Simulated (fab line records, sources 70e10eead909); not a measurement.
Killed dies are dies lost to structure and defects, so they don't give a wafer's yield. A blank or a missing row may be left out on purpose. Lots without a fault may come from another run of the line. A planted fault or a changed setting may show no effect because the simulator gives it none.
Chamber matching | flow nand_harc | NHARC_A_CONTACT_ETCH_88 on rie_diel-01: 4 sister chambers
The step etches the open film in CF4, target depth 39 nm, time 65 s. 4 wafers are shown with their chamber, then 10 later ones without.

WAFERS WITH THEIR CHAMBER
wafer  | chamber | drypump_motor_current_A (A)
L081.6 | 0       | 5.7
L083.6 | 2       | 5.6
L088.2 | 3       | 6.2
L088.4 | 1       | 6.1

WAFERS WITHOUT THEIR CHAMBER
wafer  | drypump_motor_current_A (A)
L088.5 | 5.6
L089.3 | 5.6
L089.4 | 6.0
L089.6 | 5.7
L096.1 | 6.1
L096.3 | 5.7
L096.5 | 6.2
L097.1 | 5.7
L097.2 | 6.0
L097.5 | 6.2

WHICH CHAMBER EACH WENT THROUGH
wafer  | from the rows above | in truth
L088.5 | 2                   | 2
L089.3 | 2                   | 2
L089.4 | 1                   | 1
L089.6 | 0                   | 0
L096.1 | 1                   | 1
L096.3 | 0                   | 0
L096.5 | 3                   | 3
L097.1 | 0                   | 0
L097.2 | 1                   | 1
L097.5 | 3                   | 3
Placed correctly: 10 of 10. Can't be placed from these rows: 0. Placed wrongly: 0.
How it was worked out, from the rows above alone: a wafer's distance from a chamber is the root of the sum, over the readings, of the square of ((its reading less the chamber's mean) divided by the reading's scatter). The wafer belongs to the nearest chamber; if the next one is less than 2 further off, it can't be placed. A chamber's mean is the mean of its shown wafers. The scatter: with one shown wafer a chamber, the root of the mean of the squares of how far each hidden wafer lies from its nearest shown one.
